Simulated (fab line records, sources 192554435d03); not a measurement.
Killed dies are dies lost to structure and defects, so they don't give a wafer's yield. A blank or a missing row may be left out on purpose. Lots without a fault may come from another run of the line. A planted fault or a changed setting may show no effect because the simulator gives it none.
A struck lot beside a sound one | flow n5_finfet | 41 steps out of a route of 1938
Sound: wafers L541.1, L541.3, L541.4. Struck: wafer L549.5. (L549.2 of the same lot was not struck and is left out.) The cause comes at the end.
At each step with rows: each side's tool, then ch and its chambers, then its first start. Under that, the readings that differ: sound wafers | struck wafers | difference of the means | sigmas: that difference in standard deviations of wafers without a fault.
alike: readings whose means differ by less than 2 such deviations, and words and numbers that are the same on both sides. not compared: withheld readings, readings that some wafer has no value for, bounds like >300 that may hide the same value, and numbers for which the record gives no deviation and whose values overlap.
The two part at a step that has a row with sigmas, a row that says differs or no value, or rows on one side only. Numbers that don't overlap but have no deviation are shown without sigmas and don't part them. A reading that every wafer of one side lacks parts them only if that side has two wafers or more.

first, 12 steps without rows for these wafers: N5_HKMG_FIN_STRIP_33 (strips in N2/H2); N5_HKMG_FIN_STRIP_34 (strips in CF4); N5_HKMG_FIN_ETCH_35 (etches SOC in N2/H2, target depth 215.8 nm, time 243.4 s); N5_HKMG_FIN_STRIP_92 (strips SOC in N2/H2, time 20 s); N5_HKMG_FIN_WET_ETCH_18 (etches TiN in SC1, time 55 s, target depth 5.2 nm, rinse time 30 s); N5_HKMG_FIN_STRIP_19 (strips in N2/H2, time 360 s); N5_HKMG_FIN_ALD_91 (deposits TiN, target thk 1 nm, pulse time 1 s, purge time 3 s); N5_HKMG_FIN_COAT_85 (time 60 s, resist thk 300 nm); N5_HKMG_FIN_ETCH_86 (etches SOC in N2/H2, stops on TiN, target depth 393.2 nm); N5_HKMG_FIN_STRIP_89 (strips SOC in N2/H2, time 20 s); N5_HKMG_FIN_WET_ETCH_87 (etches TiN in SC1, time 154.2 s, target depth 4.7 nm, rinse time 30 s); N5_HKMG_FIN_STRIP_88 (strips in N2/H2, time 360 s).
N5_HKMG_FIN_NWFM_ALD_20: deposits TiAlC, target thk 2 nm, pulse time 3 s, purge time 2 s.
  sound on ald_metal-04 ch 0,1,2, day 5 04:37; struck on ald_metal-04 ch 1, day 7 11:43
  reading    | sound | struck | difference | sigmas
  ald_cycles | 7 7 7 | 6      | -1         |
  alike: heater_power_w, precursor_pulse_height_rel
then, 26 steps without rows for these wafers: N5_HKMG_FIN_ALD_71 (deposits TiN, target thk 1 nm, pulse time 1 s, purge time 3 s); N5_HKMG_FIN_COAT_66 (time 60 s, resist thk 300 nm); N5_HKMG_FIN_ETCH_67 (etches SOC in N2/H2, stops on TiN, target depth 388.9 nm); N5_HKMG_FIN_STRIP_90 (strips SOC in N2/H2, time 20 s); N5_HKMG_FIN_WET_ETCH_73 (etches the open film in SC1, time 42.3 s, target depth 1.3 nm, rinse time 30 s); N5_HKMG_FIN_ETCHBACK_68 (etches the open film in Cl2/Ar, stops on HfO2, target depth 0.5 nm); N5_HKMG_FIN_STRIP_69 (strips in N2/H2, time 360 s); N5_HKMG_FIN_ALD_21 (deposits TiN, target thk 1.5 nm, pulse time 1 s, purge time 3 s); N5_HKMG_FIN_ALD_72 (deposits W, target thk 2 nm, pulse time 1 s, purge time 2 s); N5_HKMG_FIN_W_FILL_22 (material W, target thk 60 nm, time 18.2 s); N5_HKMG_FIN_PRECLEAN_83 (cleans in DIW, time 57.5 s); N5_HKMG_FIN_SRD_84 (dry time 32 s); N5_HKMG_FIN_CMP_23 (polishes, stops on SiNx, t overpolish 10 s, target thk 46.326 nm); N5_HKMG_FIN_CMP_94 (polishes, stops on SiNx, t overpolish 4.7 s, target thk 43.299 nm); N5_GATE_CUT_ETCHBACK_00 (etches W in SF6/Cl2); N5_GATE_CUT_ETCH_56 (etches TiN in Cl2/Ar, target depth 21.6 nm); N5_GATE_CUT_ETCHBACK_30 (etches TiN in Cl2/Ar, target depth 3 nm); N5_GATE_CUT_VAPOR_ETCH_60 (etches HfO2 in BCl3/Cl2); N5_GATE_CUT_ETCH_58 (etches SiNx in CH3F/O2, target depth 17 nm, time 128.6 s); N5_GATE_CUT_STRIP_59 (strips in N2/H2, time 20 s); N5_GATE_CUT_PRECLEAN_31 (cleans in DIW, time 300 s); N5_GATE_CUT_SRD_32 (time 30 s); N5_GATE_CUT_SAC_CAP_01 (material SiNx, target thk 24 nm, pulse time 1 s, ald cycles 480); N5_GATE_CUT_PECVD_57 (deposits SiNx from SiH4/NH3/N2, target thk 21 nm); N5_GATE_CUT_CMP_02 (polishes, stops on SiO2, t overpolish 12.7 s, target thk 0 nm); N5_GATE_CUT_HM_DEP_46 (deposits SiO2 from TEOS/O2, target thk 130 nm, time 26.6 s).
-- the record jumps here: 5 days lie between the struck wafers' starts before and after (it left off in module GATE_CUT and takes up again in module BEOL_M4, whose first step shown is number 1111 of the route) --
N5_BEOL_M4_RC_MEAS_101:
  sound on prober-02 ch 0, day 9 10:16; struck on prober-02 ch 0, day 12 08:53
  reading             | sound                     | struck   | difference | sigmas
  IOFF_N (nA/um)      | 0.153 0.138 0.144         | 0.075    | -0.070     | -3
  IOFF_N_85C (nA/um)  | 3.0 2.7 2.8               | 1.7      | -1.1       | -3
  IOFF_N_LIN (nA/um)  | 0.072 0.066 0.069         | 0.035    | -0.034     | -4
  IOFF_N_LONG (nA/um) | 5.6e-05 5.73e-05 5.55e-05 | 3.58e-05 | -2.05e-05  | -9
  IOFF_P (nA/um)      | 0.197 0.172 0.180         | 0.273    | +0.090     | +3
  ION_N (uA/um)       | 671 675 677               | 628      | -46        | -5
  ION_P (uA/um)       | 460 460 461               | 478      | +18        | +3
  VT_N (mV)           | 248.2 249.4 250.2         | 269.6    | +20.3      | +8
  VT_N_LONG (mV)      | 272.7 272.0 275.8         | 296.9    | +23.4      | +13
  VT_N_LVT (mV)       | 95.6 97.0 96.3            | 119.3    | +23.0      | +10
  VT_P (mV)           | -253.1 -253.1 -254.6      | -245.0   | +8.6       | +3
  alike: DIBL_N, DIBL_P, SS_N, SS_P
-- the record jumps here: 5 days lie between the struck wafers' starts before and after (it left off in module BEOL_M4 and takes up again in module PASSIVATION, whose first step shown is number 1936 of the route) --
N5_PASSIVATION_PROBE_49:
  sound on prober-01, day 14 05:43; struck on prober-01, day 17 02:38
  reading              | sound          | struck | difference | sigmas
  killed_at_M4_up      | 11 11 14       | 25     | +13        | +2
  sort_bin_8_speed (%) | 0 0 0          | 21.02  | +21.02     |
  sort_n_pass          | 1090 1057 1064 | 824    | -246       | -14
  sort_yield_pct (%)   | 92.4 89.6 90.2 | 69.8   | -20.9      | -15
  alike: defect_limited_yield, killed_at_M0_to_M3, killed_at_contacts, killed_at_front_end, killed_at_other, killed_dies, killed_on_rim, killed_open, killed_short, sort_bin_5_function, sort_bin_6_memory

WHERE THEY PART
First at N5_BEOL_M4_RC_MEAS_101; last, within this record, at N5_PASSIVATION_PROBE_49.

WHY: what the simulator had put in
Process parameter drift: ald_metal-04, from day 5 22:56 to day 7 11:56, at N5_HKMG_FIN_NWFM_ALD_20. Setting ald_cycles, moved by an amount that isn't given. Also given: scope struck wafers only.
